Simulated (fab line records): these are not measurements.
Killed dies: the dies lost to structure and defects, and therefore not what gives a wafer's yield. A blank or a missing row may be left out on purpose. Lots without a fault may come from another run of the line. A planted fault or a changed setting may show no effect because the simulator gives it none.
fab line records    flow n5_finfet
[record] lots = 9  wafers = 27  last_day = 17
route steps=1938 shown BEOL_M4@1111 BEOL_M7@1281 PASSIVATION@1936
lots with no fault: from the same line, run without faults
start_h: the number of hours between the record's first day and the start of the first shown wafer of the lot    wait_h: hours since the lot's step before    " identical to the entry in the row above    L1.1+2: a row that stands for several wafers    - no value present, or no start provided    * or withheld: withheld    < > ~ a bound
route shown NAME@n: a module of which the file shows steps, and the number in the route of the first    usual: mean/standard deviation taken from wafers without a fault    same: alike in all rows    chamber/n: place in a boat    sites: per-site readings    _std_site: standard deviation of those values    _edge_site: the outer-site mean with the inner-site mean subtracted    radius_mm: for every site, how far away it sits from the centre of the wafer    mask NAME#n: copy n    behind: the most recent tool/chamber to have shaped the wafer    hold: what put the lot on hold/how long, in hours/how the hold closed    device: the transistor (n, p or np) that didn't switch    end of line: the same wafers' tests at the end of the route    step lacking rows: just its recipe    killed: the dies lost at the first sort to structure and to defects; this is not the yield of the wafer    map: shows each die of a wafer: x if killed, . if not, _ if none is there
set.NAME: setting as actually run; set.NAME@STEP: the setting as run at that earlier step    model.NAME: the simulator's own value behind a step, which no gauge read
one table for each step of the route and one row for each wafer, over a sample of lots
services: from which hour (start_h, from the record's first day; less than 0 if before it) a tool's chamber was out of use, for how many hours, and why
[[steps]]
[step N5_BEOL_M4_RC_MEAS_101]
[usual] DIBL_N = 36.4/1.5  DIBL_P = 36.4/1.6  IOFF_N = 0.164/0.025  IOFF_P = 0.214/0.028  ION_N = 675/9.9  ION_P = 463/6.5  SS_N = 71.5/0.5  SS_P = 73.3/0.56  VT_N = 249.2/2.7  VT_P = -250.1/2.8
lot.wafer  tool       chamber  start_h  wait_h  DIBL_N[mV/V]  DIBL_P[mV/V]  IOFF_N[nA/um]  IOFF_P[nA/um]  ION_N[uA/um]  ION_P[uA/um]  SS_N[mV/dec]  SS_P[mV/dec]  VT_N[mV]  VT_P[mV]
L688.1     prober-01  0        204.93   0.0     37.0          38.9          0.179          0.242          677           462           72.6          72.9          247.9     -251.3
L688.3     "          0        "        "       37.1          39.1          0.171          0.249          676           464           72.4          73.9          250.5     -248.7
L688.4     "          0        "        "       35.8          37.2          0.159          0.212          677           466           71.5          73.1          251.4     -248.6
L690.2     prober-01  0        213.79   0.2     35.3          38.5          0.150          0.253          665           468           71.6          73.5          251.1     -244.9
L690.3     "          0        "        "       35.9          37.9          0.158          0.246          671           469           71.8          74.0          251.9     -246.6
L690.6     "          0        "        "       35.8          37.8          0.153          0.246          669           462           71.8          73.8          252.0     -245.0
L696.1     prober-01  0        243.32   0.0     37.4          38.4          0.186          0.244          676           466           71.7          73.3          248.0     -251.3
L696.2     "          0        "        "       37.2          38.6          0.181          0.239          677           464           71.7          73.4          249.7     -250.6
L696.3     "          0        "        "       37.9          38.8          0.203          0.244          679           458           72.0          73.5          248.6     -246.8
L695.3     prober-01  0        244.56   0.5     31.7          32.8          0.103          0.155          652           451           70.7          71.8          256.0     -251.5
L695.5     "          0        "        "       33.6          35.4          0.128          0.193          664           465           70.8          72.8          252.9     -250.6
L695.6     "          0        "        "       34.8          36.4          0.140          0.198          672           470           70.8          73.1          250.1     -249.8
L698.1     prober-02  0        269.79   0.4     36.1          35.7          0.175          0.209          686           466           71.6          72.9          244.6     -251.3
L698.2     "          0        "        "       34.7          34.1          0.146          0.191          675           464           71.5          72.1          250.2     -250.9
L698.5     "          0        "        "       36.1          36.0          0.174          0.210          682           459           71.4          73.4          249.9     -251.5
L699.3     prober-01  0        272.41   0.3     37.9          38.7          0.222          0.244          696           468           72.3          73.6          246.7     -248.5
L699.4     "          0        "        "       36.9          37.5          0.207          0.225          697           468           71.7          74.4          245.8     -249.9
L699.6     "          0        "        "       38.5          39.4          0.247          0.256          703           469           71.3          74.2          242.5     -246.1
L702.1     prober-01  0        288.38   0.0     37.0          37.4          0.161          0.218          674           463           71.5          73.1          247.9     -252.6
L702.2     "          0        "        "       36.1          36.9          0.150          0.207          677           464           72.0          72.8          247.4     -249.7
L702.3     "          0        "        "       36.7          37.4          0.152          0.208          669           464           71.9          73.1          248.8     -250.3
L705.3     prober-02  0        303.39   0.3     37.4          37.1          0.184          0.225          675           464           71.4          73.8          246.9     -250.5
L705.4     "          0        "        "       36.6          36.1          0.164          0.212          674           457           71.6          73.7          251.0     -251.4
L705.6     "          0        "        "       37.8          36.8          0.174          0.218          678           459           71.2          74.1          249.6     -249.9
L704.1     prober-02  0        304.01   0.7     35.5          35.8          0.140          0.200          660           457           71.3          72.4          250.5     -249.5
L704.3     "          0        "        "       36.0          36.8          0.158          0.221          670           465           72.0          73.2          249.4     -250.0
L704.5     "          0        "        "       36.3          36.5          0.155          0.216          665           464           71.7          72.3          251.5     -250.7
[step N5_BEOL_M7_ETCH_62]
[recipe] chemistry = N2/H2  target = SOC  target_depth_a = 1100  overetch_a = 220  mask_material = SiARC  temp_c = 40  time_s = 165  ion_energy_ev = 200  pressure_mtorr = 30  source_w = 840  bias_w = 150  n2_flow_sccm = 200  h2_flow_sccm = 200
[usual] drypump_motor_current_A = 5.5/0.48  oes_product_au = 0.67/0.07  rf_vpp_V = 524.3/2.4  showerhead_plenum_p_Torr = 2.56/0.082  throttle_valve_pct = 17.82/0.28
lot.wafer  tool         chamber  start_h  wait_h  drypump_motor_current_A  oes_product_au  rf_hours_counter_h  rf_vpp_V  showerhead_plenum_p_Torr  throttle_valve_pct
L688.1     rie_diel-05  1        225.31   0.0     5.6                      0.79            6                   527.2     2.71                      17.80
L688.3     "            3        "        "       5.4                      0.62            186                 525.0     2.64                      17.75
L688.4     "            0        "        "       5.3                      0.64            -                   525.0     2.53                      17.53
L690.2     rie_diel-03  0        235.03   0.0     5.4                      0.59            210                 527.0     2.63                      17.93
L690.3     "            2        "        "       4.8                      0.77            14                  520.5     2.48                      17.23
L690.6     "            1        "        "       5.2                      0.60            -                   525.1     2.62                      17.88
L696.1     rie_diel-06  0        264.97   0.0     5.5                      0.63            178                 520.6     2.42                      18.01
L696.2     "            2        "        "       5.7                      0.61            167                 520.8     2.44                      18.31
L696.3     "            1        "        "       5.3                      0.70            88                  526.3     2.58                      17.95
L695.3     rie_diel-06  1        267.06   0.0     5.3                      0.70            88                  524.1     2.58                      17.95
L695.5     "            3        "        "       6.8                      0.71            -                   523.9     2.57                      17.56
L695.6     "            2        "        "       5.7                      0.61            -                   520.2     2.44                      18.32
L698.1     rie_diel-03  3        294.55   0.0     5.1                      0.68            121                 524.6     2.55                      17.68
L698.2     "            2        "        "       4.8                      0.75            32                  522.3     2.48                      17.26
L698.5     "            0        "        "       5.3                      0.58            -                   525.8     2.62                      17.97
L699.3     rie_diel-06  3        295.40   0.0     6.8                      0.70            77                  525.8     2.57                      17.59
L699.4     "            1        "        "       5.3                      0.70            96                  523.9     2.57                      17.98
L699.6     "            3        "        "       6.8                      0.70            -                   524.8     2.57                      17.58
L702.1     rie_diel-05  1        312.70   0.0     5.6                      0.73            35                  527.5     2.70                      17.87
L702.2     "            2        "        "       6.0                      0.78            22                  522.4     2.49                      17.87
L702.3     "            0        "        "       5.3                      0.62            201                 523.8     2.52                      17.59
L705.3     rie_diel-03  0        327.28   0.0     5.3                      0.58            238                 526.8     2.62                      17.97
L705.4     "            2        "        "       4.8                      0.73            41                  521.9     2.47                      17.28
L705.6     "            3        "        "       5.1                      0.68            -                   525.4     2.55                      17.70
L704.1     rie_diel-06  1        330.63   0.0     5.3                      0.69            108                 525.0     2.57                      17.98
L704.3     "            0        "        "       5.5                      0.61            198                 520.2     2.41                      18.04
L704.5     "            1        "        "       5.4                      0.69            -                   523.5     2.57                      17.99
[step N5_BEOL_M7_OVL_MEAS_29]
[recipe] points_per_wafer = 522
[usual] V6_OVL = 0.2/0.55
[same] points_per_wafer = 522
lot.wafer  tool        chamber  start_h  wait_h  V6_OVL[nm]
L688.1     overlay-02  0        226.06   0.0     0.8
L688.3     "           0        "        "       1.1
L688.4     "           0        "        "       -0.2
L690.2     overlay-01  0        235.95   0.0     0.5
L690.3     "           0        "        "       0.6
L690.6     "           0        "        "       0.0
L696.1     overlay-02  0        265.97   0.0     0.2
L696.2     "           0        "        "       0.8
L696.3     "           0        "        "       0.5
L695.3     overlay-02  0        267.91   0.0     1.0
L695.5     "           0        "        "       0.3
L695.6     "           0        "        "       0.6
L698.1     overlay-02  0        295.47   0.0     -0.4
L698.2     "           0        "        "       0.6
L698.5     "           0        "        "       -0.5
L699.3     overlay-02  0        297.49   0.0     0.2
L699.4     "           0        "        "       -0.2
L699.6     "           0        "        "       -0.2
L702.1     overlay-01  0        313.71   0.0     -0.6
L702.2     "           0        "        "       -0.1
L702.3     "           0        "        "       -0.4
L705.3     overlay-02  0        328.39   0.0     0.0
L705.4     "           0        "        "       -0.5
L705.6     "           0        "        "       -0.2
L704.1     overlay-01  0        332.22   0.0     -0.6
L704.3     "           0        "        "       0.0
L704.5     "           0        "        "       0.4
[step N5_BEOL_M7_STRIP_36]
[recipe] chemistry = N2/H2  power_w = 450  temp_c = 40  pressure_mtorr = 20  rf_frequency_hz = 6e+07  overash_fraction = 0.3  bias_power_w = 7  h2_frac = 0.5  n2_flow_sccm = 200  h2_flow_sccm = 200
[usual] bias_power_w = 7.001/0.021  chamber_pressure_mTorr = 20.00/0.032  drypump_motor_current_A = 5.5/0.5  oes_product_au = 0.78/0.085  rf_vpp_V = 59.1/1.7  showerhead_plenum_p_Torr = 2.54/0.077  throttle_valve_pct = 23.6/0.36
lot.wafer  tool         chamber  start_h  wait_h  bias_power_w  chamber_pressure_mTorr  drypump_motor_current_A  oes_product_au  rf_hours_counter_h  rf_vpp_V  showerhead_plenum_p_Torr  throttle_valve_pct
L688.1     rie_diel-03  2        226.41   0.0     -             -                       -                        -               -                   -         -                         -
L688.3     "            0        "        "       -             -                       -                        -               -                   -         -                         -
L688.4     "            1        "        "       -             -                       -                        -               -                   -         -                         -
L690.2     rie_diel-05  3        236.27   0.0     -             -                       -                        -               -                   -         -                         -
L690.3     "            0        "        "       -             -                       -                        -               -                   -         -                         -
L690.6     "            3        "        "       -             -                       -                        -               -                   -         -                         -
L696.1     rie_diel-03  3        266.30   0.0     7.008         19.98                   5.1                      0.82            113                 59.5      2.55                      23.4
L696.2     "            2        "        "       6.992         20.01                   4.8                      0.89            24                  55.9      2.48                      23.0
L696.3     "            0        "        "       6.996         19.96                   5.4                      0.68            221                 61.9      2.62                      23.8
L695.3     rie_diel-03  2        268.22   0.0     6.986         19.98                   4.8                      0.89            24                  63.2      2.48                      23.0
L695.5     "            2        "        "       6.995         20.01                   4.8                      0.89            -                   59.8      2.48                      23.0
L695.6     "            1        "        "       7.002         20.03                   5.2                      0.68            -                   59.1      2.61                      23.7
L698.1     rie_diel-03  2        295.79   0.0     6.995         20.00                   4.8                      0.88            32                  59.4      2.47                      23.1
L698.2     "            3        "        "       6.960         20.03                   5.1                      0.79            122                 60.4      2.55                      23.5
L698.5     "            0        "        "       7.001         20.03                   5.3                      0.68            -                   61.2      2.62                      23.8
L699.3     rie_diel-03  0        297.80   0.0     6.992         20.00                   5.4                      0.68            230                 58.2      2.62                      23.8
L699.4     "            2        "        "       7.017         19.96                   4.8                      0.87            33                  58.3      2.47                      23.1
L699.6     "            2        "        "       7.019         20.02                   4.8                      0.87            -                   57.1      2.47                      23.0
L702.1     rie_diel-05  0        314.03   0.0     7.019         20.00                   5.3                      0.72            201                 55.4      2.52                      23.2
L702.2     "            2        "        "       7.000         20.01                   6.0                      0.93            22                  59.4      2.48                      24.0
L702.3     "            1        "        "       7.006         19.99                   5.6                      0.87            35                  62.4      2.69                      23.7
L705.3     rie_diel-03  3        328.70   0.0     7.053         19.97                   5.1                      0.79            130                 59.3      2.54                      23.5
L705.4     "            0        "        "       6.988         20.01                   5.3                      0.68            238                 59.9      2.62                      23.8
L705.6     "            1        "        "       6.980         19.96                   5.2                      0.68            -                   59.5      2.60                      23.7
L704.1     rie_diel-03  1        332.81   0.0     7.024         20.05                   5.2                      0.67            247                 56.3      2.60                      23.7
L704.3     "            3        "        "       7.002         19.99                   5.1                      0.80            132                 59.6      2.54                      23.5
L704.5     "            3        "        "       7.015         19.93                   5.1                      0.79            -                   60.5      2.54                      23.5
[step N5_BEOL_M7_OCD_MEAS_38]
[usual] trench_depth_nm = 92.5/1.7
lot.wafer  tool    chamber  start_h  wait_h  trench_depth_nm
L688.1     ocd-02  -        226.60   0.1     93.3
L688.3     "       -        "        "       92.4
L688.4     "       -        "        "       91.6
L690.2     ocd-01  -        236.47   0.1     92.7
L690.3     "       -        "        "       93.2
L690.6     "       -        "        "       92.8
L696.1     ocd-01  -        266.49   -       92.9
L696.2     "       -        "        "       93.0
L696.3     "       -        "        "       91.5
L695.3     ocd-02  -        268.42   -       91.7
L695.5     "       -        "        "       92.3
L695.6     "       -        "        "       89.2
L698.1     ocd-01  -        295.99   -       92.6
L698.2     "       -        "        "       91.7
L698.5     "       -        "        "       90.7
L699.3     ocd-02  -        298.00   -       91.3
L699.4     "       -        "        "       92.6
L699.6     "       -        "        "       91.7
L702.1     ocd-02  -        314.23   -       91.9
L702.2     "       -        "        "       93.0
L702.3     "       -        "        "       94.6
L705.3     ocd-02  -        328.90   -       90.8
L705.4     "       -        "        "       90.5
L705.6     "       -        "        "       89.6
L704.1     ocd-01  -        333.01   -       88.2
L704.3     "       -        "        "       89.8
L704.5     "       -        "        "       91.2
[step N5_PASSIVATION_PROBE_49]
[usual] defect_limited_yield = 91.1/1.4  killed_at_M0_to_M3 = 35/8.7  killed_at_M4_up = 14/5.3  killed_at_contacts = 12/6.2  killed_at_front_end = 41/12  killed_at_other = 3.4/2.6  killed_dies = 105/16  killed_on_rim = 14/3.8  killed_open = 67/13  killed_short = 36/7.3  sort_bin_5_function = 5.2/0.96  sort_bin_6_memory = 3.3/0.6  sort_n_pass = 1075/16  sort_yield_pct = 91.1/1.4
[same] gross_dies = 1180  killed_at_back_side = 0  sort_bin_4_leakage[%] = 0  sort_bin_8_speed[%] = 0
lot.wafer  tool       chamber  start_h  wait_h  defect_limited_yield[%]  killed_at_M0_to_M3  killed_at_M4_up  killed_at_contacts  killed_at_front_end  killed_at_other  killed_dies  killed_on_rim  killed_open  killed_short  sort_bin_5_function[%]  sort_bin_6_memory[%]  sort_n_pass  sort_yield_pct[%]
L688.1     prober-01  -        305.14   0.0     0                        46                  1055             5                   69                   5                1180         152            83           52            95.9                    3.6                   0            0
L688.3     prober-01  -        305.24   0.1     0                        42                  1084             6                   47                   1                1180         152            69           35            96.8                    3.0                   0            0
L688.4     prober-01  -        305.29   0.2     0                        31                  1078             8                   63                   0                1180         152            67           46            96.5                    3.1                   0            0
L690.2     prober-01  -        318.68   0.1     0                        23                  1102             12                  39                   4                1180         152            60           30            96.8                    3.0                   0            0
L690.3     prober-01  -        318.73   0.1     0                        25                  1108             9                   35                   3                1180         152            48           32            96.3                    3.5                   0            0
L690.6     prober-01  -        318.88   0.3     0                        27                  1114             9                   29                   1                1180         152            49           32            96.9                    3.1                   0            0
L695.3     prober-02  -        345.40   0.1     89.2                     39                  21               17                  45                   5                127          14             86           39            6.2                     4.2                   1053         89.2
L695.5     prober-02  -        345.50   0.2     93.8                     19                  19               6                   28                   1                73           10             50           19            3.8                     1.9                   1107         93.8
L695.6     prober-02  -        345.55   0.3     92.6                     17                  10               13                  42                   5                87           11             54           32            4.0                     3.0                   1093         92.6
L696.1     prober-02  -        346.53   0.3     90.6                     31                  12               17                  42                   9                111          11             78           31            5.8                     3.1                   1069         90.6
L696.2     prober-02  -        346.58   0.3     91.2                     39                  20               10                  21                   14               104          19             65           38            5.5                     2.9                   1076         91.2
L696.3     prober-02  -        346.63   0.4     92.4                     26                  20               10                  29                   5                90           7              59           30            4.6                     2.8                   1090         92.4
L702.1     prober-01  -        398.14   0.0     90.5                     33                  23               20                  32                   4                112          10             72           40            5.3                     3.9                   1068         90.5
L702.2     prober-01  -        398.19   0.1     88.1                     54                  15               15                  53                   3                140          20             99           41            6.9                     4.5                   1040         88.1
L702.3     prober-01  -        398.24   0.1     91.5                     37                  16               19                  25                   3                100          10             69           30            5.4                     3.0                   1080         91.5
// killed by level:class
L688.1 BEOL_M7:area_ald=1044 FIN_SAQP:geometric_particle:open=20 FIN_SAQP:geometric_particle:short=15 BEOL_M1:geometric_particle:open=12 BEOL_M0_SAQP:geometric_particle:short=11 BEOL_M0_SAQP:geometric_particle:open=8 STI_FIN_REVEAL:geometric_particle:open=6 DUMMY_GATE:geometric_particle:open=6
L688.3 BEOL_M7:area_ald=1076 FIN_SAQP:geometric_particle:open=14 BEOL_M0_SAQP:geometric_particle:open=10 STI_FIN_REVEAL:geometric_particle:open=9 BEOL_M0_SAQP:geometric_particle:short=9 BEOL_M1:geometric_particle:open=8 BEOL_M1:geometric_particle:short=6 FIN_SAQP:geometric_particle:short=5
L688.4 BEOL_M7:area_ald=1066 FIN_SAQP:geometric_particle:open=17 BEOL_M0_SAQP:geometric_particle:open=15 FIN_SAQP:geometric_particle:short=14 GATE_CUT:geometric_particle:short=11 BEOL_M0_SAQP:geometric_particle:short=8 STI_FIN_REVEAL:geometric_particle:open=6 GATE_CUT:geometric_particle:open=6
L690.2 BEOL_M7:area_ald=1087 MOL_CONTACT_COAG:geometric_particle:open=10 BEOL_M2:geometric_particle:open=10 FIN_SAQP:geometric_particle:short=6 DUMMY_GATE:geometric_particle:open=6 BEOL_M4:geometric_particle:open=5 FIN_SAQP:geometric_particle:open=4 STI_FIN_REVEAL:geometric_particle:open=4
L690.3 BEOL_M7:area_ald=1096 FIN_SAQP:geometric_particle:short=8 FIN_SAQP:geometric_particle:open=8 MOL_CONTACT_COAG:geometric_particle:open=8 BEOL_M3:geometric_particle:short=6 STI_FIN_REVEAL:geometric_particle:open=5 BEOL_M0_SAQP:geometric_particle:open=5 BEOL_M2:geometric_particle:open=5
L690.6 BEOL_M7:area_ald=1099 BEOL_M1:geometric_particle:open=10 FIN_SAQP:geometric_particle:open=8 FIN_SAQP:geometric_particle:short=7 MOL_CONTACT_COAG:geometric_particle:open=7 BEOL_M4:geometric_particle:open=6 BEOL_M0_SAQP:geometric_particle:short=4 STI_FIN_REVEAL:geometric_particle:open=3
L695.3 MOL_CONTACT_COAG:geometric_particle:open=13 BEOL_M4:geometric_particle:open=12 FIN_SAQP:geometric_particle:open=11 BEOL_M1:geometric_particle:open=8 BEOL_M2:geometric_particle:open=8 BEOL_M3:geometric_particle:open=7 FIN_SAQP:geometric_particle:short=6 DUMMY_GATE:geometric_particle:open=6
L695.5 BEOL_M4:geometric_particle:open=9 STI_FIN_REVEAL:geometric_particle:open=5 GATE_CUT:geometric_particle:short=5 MOL_CONTACT_COAG:geometric_particle:open=5 BEOL_M2:geometric_particle:open=5 BEOL_M3:geometric_particle:open=5 BEOL_M6:geometric_particle:open=4 DUMMY_GATE:geometric_particle:open=3
L695.6 MOL_CONTACT_COAG:geometric_particle:open=11 STI_FIN_REVEAL:geometric_particle:open=7 GATE_CUT:geometric_particle:short=6 STARTING-WAFER:geometric_particle:open=6 DUMMY_GATE:geometric_particle:open=5 BEOL_M0_SAQP:geometric_particle:open=5 PAD_METAL:geometric_particle:short=4 ILD0:geometric_particle:open=4
L696.1 MOL_CONTACT_COAG:geometric_particle:open=15 STI_FIN_REVEAL:geometric_particle:open=11 BEOL_M0_SAQP:geometric_particle:short=10 BEOL_M0_SAQP:geometric_particle:open=9 FIN_SAQP:geometric_particle:open=8 GATE_CUT:geometric_particle:short=7 BEOL_M2:geometric_particle:open=5 MIM_BOT:geometric_particle:open=5
L696.2 BEOL_M0_SAQP:geometric_particle:short=10 MOL_CONTACT_COAG:geometric_particle:open=9 BEOL_M4:geometric_particle:open=9 BEOL_M0_SAQP:geometric_particle:open=8 GATE_CUT:geometric_particle:short=7 BEOL_M2:geometric_particle:open=7 STI_FIN_REVEAL:geometric_particle:open=5 BEOL_M1:geometric_particle:short=4
L696.3 BEOL_M0_SAQP:geometric_particle:short=11 STI_FIN_REVEAL:geometric_particle:open=10 MOL_CONTACT_COAG:geometric_particle:open=8 BEOL_M0_SAQP:geometric_particle:open=8 BEOL_M4:geometric_particle:open=8 FIN_SAQP:geometric_particle:open=4 FIN_SAQP:geometric_particle:short=3 STI_FIN_REVEAL:geometric_particle:short=3
L702.1 MOL_CONTACT_COAG:geometric_particle:open=17 BEOL_M4:geometric_particle:open=17 BEOL_M0_SAQP:geometric_particle:short=11 FIN_SAQP:geometric_particle:short=6 BEOL_M0_SAQP:geometric_particle:open=6 BEOL_M3:geometric_particle:open=5 STI_FIN_REVEAL:geometric_particle:open=4 ILD0:geometric_particle:short=4
L702.2 STI_FIN_REVEAL:geometric_particle:open=20 BEOL_M0_SAQP:geometric_particle:open=17 MOL_CONTACT_COAG:geometric_particle:open=14 BEOL_M0_SAQP:geometric_particle:short=14 BEOL_M3:geometric_particle:open=11 STI_FIN_REVEAL:geometric_particle:short=7 BEOL_M2:geometric_particle:open=6 BEOL_M4:geometric_particle:open=6
L702.3 MOL_CONTACT_COAG:geometric_particle:open=14 BEOL_M0_SAQP:geometric_particle:open=11 BEOL_M0_SAQP:geometric_particle:short=10 BEOL_M3:geometric_particle:open=9 STI_FIN_REVEAL:geometric_particle:open=8 BEOL_M4:geometric_particle:open=7 FIN_SAQP:geometric_particle:open=5 BEOL_M2:geometric_particle:open=5
[[services]]
tool         chamber  start_h  hours  kind
rie_diel-03  2        208.36   12.5   repair
rie_diel-03  3        217.87   22.0   repair
rie_diel-05  2        219.60   -      clean
rie_diel-05  2        219.60   -      consumable_replace:focus_ring
rie_diel-05  2        219.60   16.4   scheduled_down
rie_diel-05  2        219.60   16.4   vent_cycle
rie_diel-05  3        240.96   8.6    repair
rie_diel-05  2        283.44   5.7    repair
rie_diel-03  1        291.24   4.8    repair
rie_diel-03  -        296.14   0.2    repair
rie_diel-06  -        307.82   0.2    repair
[[key]]
[first_sign] step = N5_BEOL_M7_STRIP_36  reading = tool_record  direction = missing
[effect] step = N5_PASSIVATION_PROBE_49  reading = killed_at_M4_up  direction = up  sigmas = 99+  usual = 14  struck = 1090
[more_kills_born_at] N5_BEOL_M7_ALD_77@ald_metal-01 = 6468
met_at N5_BEOL_M7_STRIP_36
struck_lots L688,L690
later_rows_left_out L688.1,L688.3,L688.4,L690.2,L690.3,L690.6
not_acting_at N5_BEOL_M7_ETCH_62,N5_BEOL_M7_OVL_MEAS_29,N5_BEOL_M7_OCD_MEAS_38
[fault] kind = skipped_step_whole  tool = rie_diel-03,rie_diel-05  chamber = -  onset_h = 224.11  steps = N5_BEOL_M7_STRIP_36  scope = struck_lots_only
// later_rows_left_out: the simulator's readings of these wafers behind a module that went badly wrong aren't trusted and aren't shown, but for the sort
